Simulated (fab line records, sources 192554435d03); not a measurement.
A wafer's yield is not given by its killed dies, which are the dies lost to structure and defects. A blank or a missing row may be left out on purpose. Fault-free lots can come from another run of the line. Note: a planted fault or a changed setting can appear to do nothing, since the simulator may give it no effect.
fab line records ; flow n5-finfet
[record] lots = 5; wafers = 15; last-day = 17
route steps=1938 shown BEOL_M3@962 BEOL_M4@1111
lots that met no fault: from a run of the same line without faults
start-h: hours from the record's opening day to when the first of the lot's shown wafers began ; wait-h: hours from the lot's prior step to this one ; " the same as in the row above ; L1.1+2: a single row standing in for several wafers ; - no value, or no start was given ; * or withheld: withheld ; < > ~ a bound
route shown NAME@n: names a module that has steps shown in the file, with the first one's number in the route ; usual: mean/standard deviation taken from wafers without a fault ; same: alike in all rows ; chamber/n: place in a boat ; sites: per-site readings ; _std_site: how widely they spread, as a standard deviation ; _edge_site: inner sites' mean taken away from outer sites' mean ; radius-mm: for every site, how far away it sits from the centre of the wafer ; mask NAME#n: copy n ; behind: the tool/chamber that last shaped the wafer ; hold: why the lot went on hold/how many hours it stayed there/how the hold came to an end ; device: the transistor (n, p or np) that didn't switch ; end of line: the same wafers' tests at the end of the route ; a step given without rows: its recipe and nothing more ; killed: the dies lost at the first sort to structure and to defects; this is not the yield of the wafer ; map: per-die view of a wafer (x killed, . not killed, _ where there is no die)
set.NAME: the setting the step ran with; set.NAME@STEP: the setting that earlier step ran with ; model.NAME: the simulator's own value behind a step, which no gauge read
a table for each step, a row for each wafer; lots at some steps of the route
services: from which hour (start-h, from the record's first day; less than 0 if before it) a tool's chamber was out of use, for how many hours, and why
[[steps]]
[step N5_BEOL_M3_SOFTBAKE_23]
[recipe] temp-c = 110; time-s = 60; resist = CAR-EUV
[step N5_BEOL_M3_EXPOSE_25]
[recipe] mask-id = V2; na = 0.33; source-shape = quasar; sigma-inner = 0.2; sigma-outer = 0.8; polarization = unpolarized; defocus-nm = 5; dose-mj = 63
[step N5_BEOL_M3_PEB_26]
[recipe] peb-temp-c = 100; peb-time-s = 60; resist = CAR-EUV
[step N5_BEOL_M3_DEVELOP_27]
[recipe] develop-time-s = 30; developer = TMAH; resist = CAR-EUV; rinse-liquid = surfactant-rinse; dry = air-spin; dev-temp-c = 23
[step N5_BEOL_M3_CD_MEAS_28]
[recipe] target-cd-nm = 25.7; landing-energy-ev = 500; detector = se-inlens; target-cd-y-nm = 23.3; polarity = opening
[usual] cd-nm = 25.69/0.25
lot.wafer;tool;chamber;start-h;wait-h;cd-nm
L935.2;cd-sem-03;0;165.13;-;25.45
L935.3;cd-sem-03;0;165.13;-;25.73
L935.6;cd-sem-03;0;165.13;-;25.69
L936.2;cd-sem-03;0;170.56;-;25.59
L936.4;cd-sem-03;0;170.56;-;25.53
L936.6;cd-sem-03;0;170.56;-;25.37
L945.3;cd-sem-03;0;233.31;-;25.47
L945.4;cd-sem-03;0;233.31;-;25.76
L945.6;cd-sem-03;0;233.31;-;25.69
L947.1;cd-sem-02;0;241.26;-;25.53
L947.4;cd-sem-02;0;241.26;-;26.34
L947.6;cd-sem-02;0;241.26;-;25.68
L953.2;cd-sem-02;0;288.38;-;25.51
L953.3;cd-sem-02;0;288.38;-;25.63
L953.5;cd-sem-02;0;288.38;-;25.62
[step N5_BEOL_M3_OVL_MEAS_29]
[recipe] points-per-wafer = 522
[usual] V2_OVL = -0.2/0.75
lot.wafer;tool;chamber;start-h;wait-h;V2_OVL[nm]
L935.2;overlay-02;0;165.17;0.0;0.0
L935.3;overlay-02;0;165.17;0.0;0.3
L935.6;overlay-02;0;165.17;0.0;-0.6
L936.2;overlay-02;0;170.59;0.0;-0.8
L936.4;overlay-02;0;170.59;0.0;0.6
L936.6;overlay-02;0;170.59;0.0;0.0
L945.3;overlay-02;0;233.35;0.0;-0.9
L945.4;overlay-02;0;233.35;0.0;0.0
L945.6;overlay-02;0;233.35;0.0;-0.3
L947.1;overlay-01;0;241.29;0.0;0.5
L947.4;overlay-01;0;241.29;0.0;-0.4
L947.6;overlay-01;0;241.29;0.0;-0.3
L953.2;overlay-01;0;288.41;0.0;0.2
L953.3;overlay-01;0;288.41;0.0;0.9
L953.5;overlay-01;0;288.41;0.0;0.0
[step N5_BEOL_M3_INSPECT_30]
[recipe] mode = adi; inspect-instrument = brightfield
[usual] raw-defect-count = 415/97
lot.wafer;tool;chamber;start-h;wait-h;raw-defect-count
L935.2;defect-inspect-02;-;165.22;0.0;304
L935.3;defect-inspect-02;-;165.22;0.0;498
L935.6;defect-inspect-02;-;165.22;0.0;347
L936.2;defect-inspect-02;-;170.65;0.0;434
L936.4;defect-inspect-02;-;170.65;0.0;299
L936.6;defect-inspect-02;-;170.65;0.0;328
L945.3;defect-inspect-01;-;233.39;0.0;608
L945.4;defect-inspect-01;-;233.39;0.0;483
L945.6;defect-inspect-01;-;233.39;0.0;382
L947.1;defect-inspect-01;-;241.35;0.1;344
L947.4;defect-inspect-01;-;241.35;0.1;427
L947.6;defect-inspect-01;-;241.35;0.1;419
L953.2;defect-inspect-02;-;288.47;0.0;424
L953.3;defect-inspect-02;-;288.47;0.0;357
L953.5;defect-inspect-02;-;288.47;0.0;265
[step N5_BEOL_M3_DESCUM_33]
[recipe] chemistry = O2; time-s = 7; source-power-w = 50; bias-power-w = 20; pressure-mtorr = 20; rf-frequency-hz = 2.712e+07; temp-c = 40; resist = CAR-EUV; o2-flow-sccm = 225
[usual] drypump-motor-current-A = 5.5/0.36; oes-product-au = 0.79/0.086; rf-fwd-power-W = 49.44/0.23; rf-vpp-V = 243.4/1.3; showerhead-plenum-p-Torr = 2.11/0.07; throttle-valve-pct = 20.51/0.22
lot.wafer;tool;chamber;start-h;wait-h;drypump-motor-current-A;oes-product-au;rf-fwd-power-W;rf-hours-counter-h;rf-vpp-V;showerhead-plenum-p-Torr;throttle-valve-pct
L935.2;rie-diel-04;1;165.25;0.0;5.0;0.68;49.58;221;241.6;2.06;20.66
L935.3;rie-diel-04;2;165.25;0.0;5.7;0.73;49.45;159;242.6;2.01;20.44
L935.6;rie-diel-04;0;165.25;0.0;5.6;0.86;49.46;-;242.4;2.07;20.53
L936.2;rie-diel-02;0;170.82;0.2;4.8;0.68;49.69;231;243.3;2.08;20.83
L936.4;rie-diel-02;1;170.82;0.2;5.9;0.73;49.45;199;243.3;2.11;20.76
L936.6;rie-diel-02;3;170.82;0.2;5.7;0.90;49.29;-;246.5;2.24;20.77
L945.3;rie-diel-06;1;233.43;0.0;5.4;0.82;49.37;78;244.5;2.03;20.64
L945.4;rie-diel-06;2;233.43;0.0;6.1;0.76;49.69;145;242.7;2.10;20.49
L945.6;rie-diel-06;2;233.43;0.0;6.1;0.76;49.65;-;241.7;2.10;20.47
L947.1;rie-diel-04;1;241.39;0.0;5.0;0.66;49.44;247;242.6;2.05;20.71
L947.4;rie-diel-04;2;241.39;0.0;5.7;0.70;49.55;184;241.7;2.01;20.45
L947.6;rie-diel-04;0;241.39;0.0;5.6;0.83;49.05;-;241.9;2.06;20.55
L953.2;rie-diel-04;3;288.52;0.1;5.4;0.70;49.45;230;244.2;2.18;20.67
L953.3;rie-diel-04;2;288.52;0.1;5.7;0.69;49.70;197;242.3;2.00;20.49
L953.5;rie-diel-04;3;288.52;0.1;5.4;0.69;49.58;-;244.4;2.18;20.67
[step N5_BEOL_M3_ETCH_77]
[recipe] chemistry = N2/H2; target = underlayer; target-depth-a = 65; mask-material = CAR-EUV; time-s = 5.2; ion-energy-ev = 200; pressure-mtorr = 30; source-w = 840; bias-w = 150; n2-flow-sccm = 200; h2-flow-sccm = 200; ends = cleared
[usual] drypump-motor-current-A = 5.5/0.37; etch-rf-on-time-s = 5.21/0.16; n2-flow-sccm = 200.0/0.57; oes-product-au = 0.67/0.075; rf-fwd-power-W = 819.4/2.5; rf-vpp-V = 524.1/2.8; showerhead-plenum-p-Torr = 2.56/0.097; throttle-valve-pct = 17.93/0.22
lot.wafer;tool;chamber;start-h;wait-h;drypump-motor-current-A;etch-rf-on-time-s;n2-flow-sccm;oes-product-au;rf-fwd-power-W;rf-hours-counter-h;rf-vpp-V;showerhead-plenum-p-Torr;throttle-valve-pct
L935.2;rie-diel-04;1;165.29;0.0;5.0;5.54;199.8;0.58;822.8;221;524.1;2.51;18.06
L935.3;rie-diel-04;2;165.29;0.0;5.7;5.41;200.0;0.61;818.2;159;519.2;2.42;17.69
L935.6;rie-diel-04;0;165.29;0.0;5.6;5.35;199.6;0.74;813.9;-;521.3;2.48;17.78
L936.2;rie-diel-02;0;170.86;0.0;4.8;5.34;199.8;0.59;819.4;231;525.5;2.52;18.37
L936.4;rie-diel-02;1;170.86;0.0;6.0;5.24;199.7;0.59;824.8;199;522.3;2.50;17.92
L936.6;rie-diel-02;3;170.86;0.0;5.7;5.09;200.4;0.77;819.2;-;526.6;2.71;18.23
L945.3;rie-diel-06;1;233.46;0.0;5.4;5.06;199.9;0.72;817.1;78;523.9;2.46;18.04
L945.4;rie-diel-06;2;233.46;0.0;6.1;5.12;198.9;0.66;819.3;145;524.0;2.55;17.96
L945.6;rie-diel-06;2;233.46;0.0;6.1;5.14;200.0;0.65;824.0;-;523.8;2.55;17.95
L947.1;rie-diel-04;1;241.42;0.0;5.0;5.55;200.1;0.55;822.7;247;523.9;2.50;18.15
L947.4;rie-diel-04;2;241.42;0.0;5.7;5.34;200.3;0.61;819.8;184;517.8;2.41;17.77
L947.6;rie-diel-04;0;241.42;0.0;5.6;5.31;199.3;0.71;819.7;-;523.3;2.48;17.81
L953.2;rie-diel-04;3;288.56;0.0;5.4;5.12;199.5;0.60;816.1;230;526.9;2.62;18.00
L953.3;rie-diel-04;2;288.56;0.0;5.7;5.36;199.4;0.60;821.5;197;521.2;2.41;17.77
L953.5;rie-diel-04;3;288.56;0.0;5.4;5.19;199.9;0.59;814.6;-;526.8;2.62;18.02
[step N5_BEOL_M3_ETCH_69]
[recipe] chemistry = CF4; target = SiARC; target-depth-a = 156; mask-material = CAR-EUV; time-s = 26; ion-energy-ev = 80; pressure-mtorr = 40; source-w = 545; bias-w = 36; Ar_flow_sccm = 100; cf4-flow-sccm = 100; ends = cleared
[usual] drypump-motor-current-A = 5.5/0.36; etch-rf-on-time-s = 26.1/0.87; oes-product-au = 0.67/0.074; rf-fwd-power-W = 532.6/2.3; rf-vpp-V = 184.1/1.2; showerhead-plenum-p-Torr = 2.15/0.067; throttle-valve-pct = 15.65/0.21
lot.wafer;tool;chamber;start-h;wait-h;drypump-motor-current-A;etch-rf-on-time-s;oes-product-au;rf-fwd-power-W;rf-hours-counter-h;rf-vpp-V;showerhead-plenum-p-Torr;throttle-valve-pct
L935.2;rie-diel-04;1;165.30;0.0;5.0;27.6;0.58;531.5;221;181.9;2.11;15.84
L935.3;rie-diel-04;2;165.30;0.0;5.7;26.1;0.63;536.5;159;184.0;2.06;15.60
L935.6;rie-diel-04;0;165.30;0.0;5.6;26.7;0.74;530.4;-;181.9;2.11;15.52
L936.2;rie-diel-02;0;170.87;0.0;4.8;26.3;0.59;534.2;231;182.9;2.14;16.00
L936.4;rie-diel-02;1;170.87;0.0;5.9;26.0;0.61;530.6;199;184.6;2.13;15.81
L936.6;rie-diel-02;3;170.87;0.0;5.7;25.1;0.77;532.9;-;187.4;2.26;15.73
L945.3;rie-diel-06;1;233.48;0.0;5.4;25.1;0.71;533.5;78;183.0;2.09;15.82
L945.4;rie-diel-06;2;233.48;0.0;6.1;25.3;0.66;531.3;145;183.9;2.14;15.65
L945.6;rie-diel-06;2;233.48;0.0;6.1;25.1;0.66;534.3;-;185.0;2.14;15.63
L947.1;rie-diel-04;1;241.44;0.0;5.0;27.8;0.57;529.5;247;183.8;2.10;15.90
L947.4;rie-diel-04;2;241.44;0.0;5.7;26.2;0.61;533.8;184;182.4;2.05;15.67
L947.6;rie-diel-04;0;241.44;0.0;5.6;27.0;0.70;532.5;-;182.5;2.10;15.56
L953.2;rie-diel-04;3;288.57;0.0;5.4;25.6;0.60;533.3;230;183.8;2.21;15.85
L953.3;rie-diel-04;2;288.57;0.0;5.7;26.5;0.60;534.5;197;183.0;2.04;15.69
L953.5;rie-diel-04;3;288.57;0.0;5.4;25.7;0.60;532.6;-;185.0;2.21;15.86
[step N5_BEOL_M3_ALD_98]
[recipe] material = SiO2; target-thk-a = 25; temp-c = 100; ald-precursor-family = BDEAS; ald-co-reactant = O2-plasma; pulse-time-s = 1; co-reactant-pulse-time-s = 1; purge-time-s = 2; co-reactant-purge-time-s = 2; ald-cycles = 17; pressure-torr = 2
[usual] heater-power-w = 79/7.7; precursor-pulse-height-rel = 1.001/0.018
[same] pulse-time-s = 1
lot.wafer;tool;chamber;start-h;wait-h;heater-power-w;precursor-pulse-height-rel
L935.2;ald-sin-02;0;165.51;0.2;75;0.991
L935.3;ald-sin-02;1;165.51;0.2;93;1.012
L935.6;ald-sin-02;1;165.51;0.2;92;0.972
L936.2;ald-sin-01;2;170.96;0.1;77;0.979
L936.4;ald-sin-01;1;170.96;0.1;82;1.035
L936.6;ald-sin-01;2;170.96;0.1;77;0.977
L945.3;ald-sin-01;0;233.56;0.1;87;1.003
L945.4;ald-sin-01;1;233.56;0.1;84;1.008
L945.6;ald-sin-01;1;233.56;0.1;81;0.986
L947.1;ald-sin-01;2;241.94;0.5;78;0.984
L947.4;ald-sin-01;3;241.94;0.5;78;0.964
L947.6;ald-sin-01;2;241.94;0.5;76;1.016
L953.2;ald-sin-01;3;288.85;0.2;79;1.016
L953.3;ald-sin-01;1;288.85;0.2;83;1.034
L953.5;ald-sin-01;1;288.85;0.2;83;1.010
[step N5_BEOL_M3_ETCHBACK_99]
[recipe] chemistry = CHF3; target = SiO2; target-depth-a = 50; time-s = 10.4; source-w = 215; bias-w = 47; Ar_flow_sccm = 200; CHF3_flow_sccm = 12; ion-energy-ev = 100; pressure-mtorr = 30
[usual] drypump-motor-current-A = 5.5/0.36; oes_ar_750_au = 0.79/0.085; oes_f_703_au = 0.79/0.088; oes-product-au = 0.79/0.084; rf-fwd-power-W = 212.6/1.1; rf-vpp-V = 245/7.5; showerhead-plenum-p-Torr = 2.16/0.073; throttle-valve-pct = 17.08/0.19
lot.wafer;tool;chamber;start-h;wait-h;drypump-motor-current-A;oes_ar_750_au;oes_f_703_au;oes-product-au;rf-fwd-power-W;rf-hours-counter-h;rf-vpp-V;showerhead-plenum-p-Torr;throttle-valve-pct
L935.2;rie-diel-04;3;171.23;5.7;5.4;0.73;0.74;0.72;212.3;193;236;2.23;17.21
L935.3;rie-diel-04;2;171.23;5.7;5.7;0.74;0.72;0.73;213.8;161;237;2.06;17.02
L935.6;rie-diel-04;0;171.23;5.7;5.7;0.85;0.82;0.86;211.8;-;247;2.12;16.98
L936.2;rie-diel-06;1;174.49;3.5;5.4;0.86;0.85;0.87;212.7;60;245;2.11;17.30
L936.4;rie-diel-06;3;174.49;3.5;5.2;0.84;0.85;0.87;211.7;43;256;2.28;16.81
L936.6;rie-diel-06;1;174.49;3.5;5.4;0.85;0.85;0.88;213.1;-;244;2.11;17.28
L945.3;rie-diel-06;2;239.04;5.4;6.0;0.76;0.76;0.77;212.3;147;242;2.12;16.93
L945.4;rie-diel-06;1;239.04;5.4;5.4;0.82;0.82;0.84;213.9;80;242;2.10;17.32
L945.6;rie-diel-06;0;239.04;5.4;5.6;0.73;0.73;0.73;212.2;-;237;2.25;17.22
L947.1;rie-diel-04;1;242.26;0.3;5.0;0.67;0.66;0.66;212.9;248;255;2.11;17.35
L947.4;rie-diel-04;3;242.26;0.3;5.4;0.72;0.73;0.70;214.4;216;238;2.23;17.24
L947.6;rie-diel-04;0;242.26;0.3;5.6;0.83;0.80;0.83;213.5;-;247;2.11;17.02
L953.2;rie-diel-02;1;289.56;0.7;6.0;0.67;0.66;0.69;212.3;236;258;2.11;17.24
L953.3;rie-diel-02;0;289.56;0.7;4.7;0.93;0.93;0.97;214.6;11;244;2.15;17.12
L953.5;rie-diel-02;1;289.56;0.7;6.0;0.67;0.66;0.69;212.5;-;257;2.11;17.22
[step N5_BEOL_M3_ETCH_70]
[recipe] chemistry = N2/H2; target = SOC; target-depth-a = 800; overetch-a = 160; mask-material = SiARC; temp-c = 40; time-s = 120; ion-energy-ev = 200; pressure-mtorr = 30; source-w = 840; bias-w = 150; n2-flow-sccm = 200; h2-flow-sccm = 200
[usual] drypump-motor-current-A = 5.6/0.36; n2-flow-sccm = 200.0/0.6; oes-product-au = 0.61/0.061; rf-fwd-power-W = 836/3.1; rf-vpp-V = 524.2/2.6; showerhead-plenum-p-Torr = 2.56/0.1; throttle-valve-pct = 17.87/0.23
lot.wafer;tool;chamber;start-h;wait-h;drypump-motor-current-A;n2-flow-sccm;oes-product-au;rf-fwd-power-W;rf-hours-counter-h;rf-vpp-V;showerhead-plenum-p-Torr;throttle-valve-pct;model.SiARC_of_BEOL_M3_COAT_68.thk-nm
L935.2;rie-diel-04;3;171.27;0.0;5.4;200.0;0.55;836;193;526.0;2.64;17.91;6.4
L935.3;rie-diel-04;2;171.27;0.0;5.7;199.9;0.57;837;161;521.5;2.42;17.67;6.6
L935.6;rie-diel-04;0;171.27;0.0;5.6;199.7;0.67;835;-;523.7;2.48;17.73;6.4
L936.2;rie-diel-06;1;174.52;0.0;5.4;200.3;0.65;839;60;522.8;2.47;17.97;6
L936.4;rie-diel-06;3;174.52;0.0;5.2;200.0;0.66;832;43;528.3;2.72;17.66;6.2
L936.6;rie-diel-06;1;174.52;0.0;5.4;199.7;0.64;838;-;523.9;2.47;17.94;6
L945.3;rie-diel-06;2;239.07;0.0;6.1;199.4;0.58;839;147;523.1;2.55;17.90;6.2
L945.4;rie-diel-06;1;239.07;0.0;5.4;200.0;0.63;837;80;521.6;2.46;17.99;6.2
L945.6;rie-diel-06;0;239.07;0.0;5.6;199.9;0.55;1038;-;490.0;2.66;18.05;5.8
L947.1;rie-diel-04;1;242.30;0.0;5.0;200.6;0.53;832;248;524.2;2.50;18.08;6.6
L947.4;rie-diel-04;3;242.30;0.0;5.4;200.9;0.54;839;216;525.7;2.63;17.96;6.6
L947.6;rie-diel-04;0;242.30;0.0;5.6;199.8;0.65;837;-;520.5;2.47;17.79;6.6
L953.2;rie-diel-02;1;289.60;0.0;6.0;200.5;0.53;832;236;521.9;2.48;17.93;6.2
L953.3;rie-diel-02;0;289.60;0.0;4.8;200.2;0.72;838;11;524.2;2.51;17.91;6
L953.5;rie-diel-02;1;289.60;0.0;6.0;200.7;0.53;832;-;523.7;2.49;17.93;6.2
[step N5_BEOL_M3_STRIP_71]
[recipe] chemistry = N2/H2; temp-c = 40; n2-flow-sccm = 200; h2-flow-sccm = 200; rf-frequency-hz = 6e+07
[step N5_BEOL_M4_RC_MEAS_101]
[usual] DIBL_N = 37.5/2.5; DIBL_P = 38/3.1; IOFF_N = 0.19/0.059; IOFF_P = 0.24/0.061; ION_N = 679/16; ION_P = 465/9.8; SS_N = 72.0/0.8; SS_P = 73.7/0.86; VT_N = 248/4.5; VT_P = -249/3.5
lot.wafer;tool;chamber;start-h;wait-h;DIBL_N[mV/V];DIBL_P[mV/V];IOFF_N[nA/um];IOFF_P[nA/um];ION_N[uA/um];ION_P[uA/um];SS_N[mV/dec];SS_P[mV/dec];VT_N[mV];VT_P[mV]
L935.2;prober-01;0;188.58;0.2;35.6;37;0.16;0.24;680;472;71.6;73.0;248;-247
L935.3;prober-01;0;188.58;0.2;37.6;37;0.17;0.23;657;454;72.6;73.4;249;-249
L935.6;prober-01;0;188.58;0.2;37.2;37;0.17;0.22;674;462;71.5;73.2;253;-253
L936.2;prober-02;0;188.73;0.2;38.9;40;0.23;0.30;696;482;72.1;75.0;243;-243
L936.4;prober-02;0;188.73;0.2;41.6;43;0.28;0.39;689;470;72.6;75.5;242;-244
L936.6;prober-02;0;188.73;0.2;37.1;36;0.17;0.23;676;466;71.8;73.8;247;-248
L945.3;prober-02;0;257.34;0.3;43.9;45;0.41;0.56;724;496;73.8;75.5;236;-235
L945.4;prober-02;0;257.34;0.3;36.5;34;0.15;0.23;690;476;71.1;72.3;250;-245
L945.6;prober-02;0;257.34;0.3;36.9;34;0.17;0.24;683;472;72.2;73.3;247;-243
L947.1;prober-01;0;258.07;0.0;35.2;38;0.15;0.23;654;453;71.0;72.2;251;-247
L947.4;prober-01;0;258.07;0.0;35.1;36;0.16;0.20;672;458;71.7;73.9;248;-250
L947.6;prober-01;0;258.07;0.0;37.7;40;0.23;0.27;679;459;72.7;74.4;244;-248
L953.2;prober-01;0;310.58;0.2;43.1;44;0.36;0.33;707;474;73.5;74.9;239;-246
L953.3;prober-01;0;310.58;0.2;38.4;39;0.19;0.22;678;460;71.5;74.5;250;-252
L953.5;prober-01;0;310.58;0.2;38.9;38;0.22;0.23;681;459;72.7;74.1;247;-251
[[services]]
tool;chamber;start-h;hours;kind
ald-sin-01;3;170.45;13.0;repair
rie-diel-06;3;176.37;19.3;repair
ald-sin-02;-;187.18;6.0;pm
ald-sin-01;2;205.75;6.1;repair
ald-sin-01;1;221.23;11.0;repair
rie-diel-04;0;222.79;11.3;repair
rie-diel-04;2;228.08;2.4;repair
ald-sin-02;-;234.64;0.5;repair
rie-diel-02;0;234.65;-;clean
rie-diel-02;0;234.65;-;consumable-replace:focus-ring
rie-diel-02;0;234.65;19.3;scheduled-down
rie-diel-02;0;234.65;19.3;vent-cycle
rie-diel-04;1;249.86;-;clean
rie-diel-04;1;249.86;-;consumable-replace:focus-ring
rie-diel-04;1;249.86;12.2;scheduled-down
rie-diel-04;1;249.86;12.2;vent-cycle
ald-sin-02;-;269.41;14.0;pm
ald-sin-02;0;269.41;14.0;vent-cycle
ald-sin-02;1;269.41;14.0;vent-cycle
ald-sin-02;2;269.41;14.0;vent-cycle
ald-sin-02;3;269.41;14.0;vent-cycle
ald-sin-02;0;283.41;-;clean
ald-sin-02;1;283.41;-;clean
ald-sin-01;0;285.58;6.3;repair
[[key]]
[first-sign] step = N5_BEOL_M3_ETCH_70; reading = rf-fwd-power-W; direction = up; sigmas = 64; usual = *; struck = *
[effect] step = N5_BEOL_M3_ETCH_70; reading = rf-vpp-V; direction = down; sigmas = 13; usual = 524.2; struck = 490.0
[model-effect] step = N5_BEOL_M3_ETCH_70; value = SiARC_of_BEOL_M3_COAT_68.thk-nm; without = 6.4; struck = 5.8
met-at N5_BEOL_M3_ETCH_70
struck-wafers L945.6
[fault] kind = process-parameter-drift; tool = rie-diel-06; chamber = 0; onset-h = 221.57; steps = N5_BEOL_M3_ETCH_70; channel = source-w; offset = 201.6; shape = step; end-h = 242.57; acts-in = these-recipes-only; stated = 840
